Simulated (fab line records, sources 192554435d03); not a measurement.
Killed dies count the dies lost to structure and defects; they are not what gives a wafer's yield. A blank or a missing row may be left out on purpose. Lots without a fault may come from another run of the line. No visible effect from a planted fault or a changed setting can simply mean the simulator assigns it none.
Chamber matching	flow n5_finfet	N5_FIN_SAQP_PECVD_06 on pecvd-02: 3 sister chambers
The step deposits a-Si from SiH4/He, target thk 60 nm, time 48.1 s. 6 wafers are shown with their chamber, then 9 later ones without.

WAFERS WITH THEIR CHAMBER
wafer	chamber	throttle_valve_pct (%)	heater_power_w (W)
L080.3	1	19.4	853
L080.6	0	18.4	744
L081.1	0	18.9	739
L081.4	1	19.5	899
L084.5	2	18.8	737
L084.6	2	18.4	728

WAFERS WITHOUT THEIR CHAMBER
wafer	throttle_valve_pct (%)	heater_power_w (W)
L086.1	18.7	769
L086.2	18.9	696
L086.4	18.8	691
L090.1	18.6	646
L090.3	18.7	792
L090.6	18.7	657
L094.2	18.9	723
L094.3	19.7	864
L094.4	18.7	784

WHICH CHAMBER EACH WENT THROUGH
wafer	from the rows above	in truth
L086.1	can't be placed: 0 or 2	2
L086.2	can't be placed: 2 or 0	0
L086.4	can't be placed: 2 or 0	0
L090.1	can't be placed: 2 or 0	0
L090.3	can't be placed: 0 or 2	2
L090.6	can't be placed: 2 or 0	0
L094.2	can't be placed: 2 or 0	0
L094.3	1	1
L094.4	can't be placed: 0 or 2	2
Correct placement for 1 of the 9. Can't be placed from these rows: 8 (the true chamber is among the candidates in 8). Number placed wrongly: 0.
How it was worked out, from the rows above alone: a wafer's distance from a chamber is the root of the sum, over the readings, of the square of ((its reading less the chamber's mean) divided by the reading's scatter). If the next closest chamber is less than 2 further off than the closest, the wafer can't be placed; otherwise it belongs to the closest. A chamber's mean is the mean of its shown wafers. The scatter is the square root of a quotient: the sum, over the shown wafers, of each reading's squared deviation from its chamber's mean, divided by wafers minus chambers.
